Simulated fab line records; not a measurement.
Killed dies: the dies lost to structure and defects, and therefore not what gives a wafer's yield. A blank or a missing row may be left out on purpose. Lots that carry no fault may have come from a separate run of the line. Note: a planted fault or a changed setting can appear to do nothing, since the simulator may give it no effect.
What tool caused it? ; flow n5Finfet ; 33 wafers from 11 lots sampled at 6 of the route's 1938 steps

== WHAT EACH GAUGE READ, for each wafer ==
The record holds no reading of a measuring or inspecting step that can be judged against a usual standard deviation.

== WHAT TOOL EACH LOT RAN ON (gives the tool, then ch and the chambers of the sampled wafers, and finally the start) ==
lot;N5_BEOL_M10_STRIP_77;N5_BEOL_M10_PRE_CLEAN_45;N5_BEOL_M10_SURFACE_TREAT_76;N5_BEOL_M10_ECD_50;N5_BEOL_M10_CMP_52;N5_PASSIVATION_PROBE_49
L283;rieDiel-04 ch 0,2, day 10 23:45 or earlier;pvdSputter-02, day 10 23:45;pvdSputter-02, day 11 00:09;ecdCu-02 ch 0,1, day 11 00:29;cmp-01 ch 1,3, day 11 00:54;-
L282;rieDiel-01 ch 0,2,3, day 10 23:58 or earlier;pvdSputter-01, day 10 23:58;pvdSputter-03, day 11 00:19;ecdCu-01 ch 0,1, day 11 00:41;cmp-01 ch 0,1,3, day 11 01:17;-
L284;rieDiel-01 ch 0,1,3, day 11 07:52 or earlier;pvdSputter-02, day 11 07:52;pvdSputter-03, day 11 08:14;ecdCu-02 ch 0,1, day 11 08:35;cmp-04 ch 1,2, day 11 09:01;-
L285;rieDiel-02 ch 0,3, day 12 06:36 or earlier;pvdSputter-03, day 12 06:36;pvdSputter-03, day 12 07:02;ecdCu-02 ch 0,1, day 12 07:41;cmp-04 ch 1,2,3, day 12 08:11;-
L286;rieDiel-04 ch 1,3, day 12 09:02 or earlier;pvdSputter-03, day 12 09:02;pvdSputter-02, day 12 09:26;ecdCu-02 ch 0,1, day 12 10:05;cmp-04 ch 1,2,3, day 12 10:42;-
L290;rieDiel-02 ch 0,2, day 13 03:02 or earlier;pvdSputter-02, day 13 03:02;pvdSputter-03, day 13 03:27;ecdCu-02 ch 0,1, day 13 03:48;cmp-01 ch 0,2, day 13 05:08;-
L293;rieDiel-04 ch 1,2, day 13 09:41 or earlier;pvdSputter-02, day 13 09:41;pvdSputter-02, day 13 11:40;ecdCu-01 ch 0,1, day 13 12:11;cmp-04 ch 0,1, day 13 12:48;-
L296;rieDiel-04 ch 0,2, day 14 17:52 or earlier;pvdSputter-02, day 14 17:52;pvdSputter-01, day 14 18:25;ecdCu-01 ch 0,1, day 14 18:49;cmp-02 ch 0,1,3, day 14 19:14;-
L297;rieDiel-01 ch 1,2,3, day 14 19:04 or earlier;pvdSputter-02, day 14 19:04;pvdSputter-01, day 14 19:25;ecdCu-01 ch 0,1, day 14 19:49;cmp-01 ch 0,1,3, day 14 20:13;-
L303;rieDiel-04 ch 0,1,2, day 15 22:22 or earlier;pvdSputter-03, day 15 22:22;pvdSputter-03, day 15 22:44;ecdCu-02 ch 0,1, day 15 23:13;cmp-04 ch 1,2, day 15 23:37;-
L302;rieDiel-01 ch 0,1,3, day 15 22:41 or earlier;pvdSputter-03, day 15 22:41;pvdSputter-01, day 15 23:10;ecdCu-01 ch 0,1, day 15 23:35;cmp-01 ch 1,2, day 16 00:32;prober-01, day 18 10:46
- N5_BEOL_M10_STRIP_77: strips in N2/H2, time 10 s.
- N5_BEOL_M10_PRE_CLEAN_45: time 30 s.
- N5_BEOL_M10_SURFACE_TREAT_76
- N5_BEOL_M10_ECD_50: material Cu, target thk 318 nm.
- N5_BEOL_M10_CMP_52: polishes, stops on SiCOH lowk, t overpolish 7 s, target thk 140 nm.
- N5_PASSIVATION_PROBE_49

== WHAT THE TOOLS THEMSELVES READ (means of the sampled wafers that have a number; where no wafer has one, the mark that the record gives instead) ==
N5_BEOL_M10_STRIP_77. Usual: drypumpMotorCurrentA 5.7 A, standard deviation 0.39; n2FlowSccm 199.9 sccm, standard deviation 0.58; oesProductAu 0.80 a.u., standard deviation 0.093; rfVppV 59.1 V, standard deviation 0.96; showerheadPlenumPTorr 2.57 Torr, standard deviation 0.1; throttleValvePct 23.61 %, standard deviation 0.22.
lot;tool;drypumpMotorCurrentA (A);n2FlowSccm (sccm);oesProductAu (a.u.);rfVppV (V);showerheadPlenumPTorr (Torr);throttleValvePct (%);flag
L283;rieDiel-04;5.7;199.5;0.86;59.0;2.62;23.50;
L282;rieDiel-01;5.4;200.1;0.80;59.5;2.63;23.69;
L284;rieDiel-01;5.0;200.1;0.83;59.7;2.56;23.59;
L285;rieDiel-02;5.4;199.9;0.78;59.1;2.54;23.48;
L286;rieDiel-04;6.2;200.3;0.70;58.9;2.57;23.71;
L290;rieDiel-02;5.7;200.1;0.88;59.6;2.64;23.69;
L293;rieDiel-04;6.0;199.5;0.75;58.3;2.50;23.29;
L296;rieDiel-04;5.7;200.5;0.81;58.2;2.61;23.55;
L297;rieDiel-01;5.5;200.0;0.84;58.2;2.61;23.66;
L303;rieDiel-04;6.0;199.9;0.84;60.1;2.57;23.41;
L302;rieDiel-01;5.0;200.5;0.78;59.2;2.54;23.65;

N5_BEOL_M10_PRE_CLEAN_45. Usual: heaterPowerW at 334 W, with a standard deviation of 41.
lot;tool;heaterPowerW (W);flag
L283;pvdSputter-02;367;
L282;pvdSputter-01;358;
L284;pvdSputter-02;325;
L285;pvdSputter-03;339;
L286;pvdSputter-03;343;
L290;pvdSputter-02;375;
L293;pvdSputter-02;308;
L296;pvdSputter-02;334;
L297;pvdSputter-02;302;
L303;pvdSputter-03;358;
L302;pvdSputter-03;317;

N5_BEOL_M10_CMP_52. Usual: motorCurrentA 6.3 A, standard deviation 0.52; slurryFlowMlMin 150.0, standard deviation 0.44; timeToEndpointS 66 s, standard deviation 3.2.
lot;tool;motorCurrentA (A);slurryFlowMlMin;timeToEndpointS (s);flag
L283;cmp-01;6.2;149.7;72;
L282;cmp-01;6.7;150.0;64;
L284;cmp-04;6.2;149.7;65;
L285;cmp-04;6.1;150.2;68;
L286;cmp-04;6.0;150.0;52;OFF
L290;cmp-01;6.8;150.0;49;OFF
L293;cmp-04;6.6;150.2;65;
L296;cmp-02;5.9;150.5;67;
L297;cmp-01;6.6;150.1;68;
L303;cmp-04;5.8;149.6;66;
L302;cmp-01;6.1;149.9;68;

N5_PASSIVATION_PROBE_49. Usual: defectLimitedYield 91.1 %, standard deviation 1.4; killed_at_M0_to_M3 32, standard deviation 9.3; killed_at_M4_up 13, standard deviation 5.8; killedAtContacts 12, standard deviation 6.3; killedAtFrontEnd 44, standard deviation 12; killedAtOther 3.6, standard deviation 2.7; killedDies 104, standard deviation 17; killedOpen 69, standard deviation 13; killedShort 34, standard deviation 6.9; sort_bin_5_function 5.2 %, standard deviation 0.98; sort_bin_6_memory 3.3 %, standard deviation 0.59; sort_bin_8_speed 0.01 %, standard deviation 0.039; sortNPass 1075, standard deviation 17.
lot;tool;defectLimitedYield (%);killed_at_M0_to_M3;killed_at_M4_up;killedAtContacts;killedAtFrontEnd;killedAtOther;killedDies;killedOpen;killedShort;sort_bin_5_function (%);sort_bin_6_memory (%);sort_bin_8_speed (%);sortNPass;flag
L302;prober-01;93.1;26;10;10;32;3.0;82;53;26;4.0;2.5;0.00;1098;

== THE ANSWER, worked out from the rows above alone ==
Rule: take the mean of a lot's wafers that have a number; if it is more than 3 standard deviations from the usual mean, the lot is off. Also off: a lot with no number at a reading for which 4 or more lots have one. All remaining lots with rows at the step are treated as sound. The gauges are gone through in route order, then the tools' own readings, and for those a lot's mean is taken as printed above. The first step at which some lot is off is used, and at that step the reading that is off furthest; a lot without a number counts as furthest.
Off: L286, L290, at N5_BEOL_M10_CMP_52 (timeToEndpointS).
A tool fits if, at that step or a process step before it, it ran every lot that is off, and no sound lot after the first of them. Because N5_BEOL_M10_STRIP_77 lacks a start for some lots, the hours and order of its lots are taken from N5_BEOL_M10_PRE_CLEAN_45. Of those tried, none fits.

== WHAT THE SIMULATOR HAD INSERTED ==
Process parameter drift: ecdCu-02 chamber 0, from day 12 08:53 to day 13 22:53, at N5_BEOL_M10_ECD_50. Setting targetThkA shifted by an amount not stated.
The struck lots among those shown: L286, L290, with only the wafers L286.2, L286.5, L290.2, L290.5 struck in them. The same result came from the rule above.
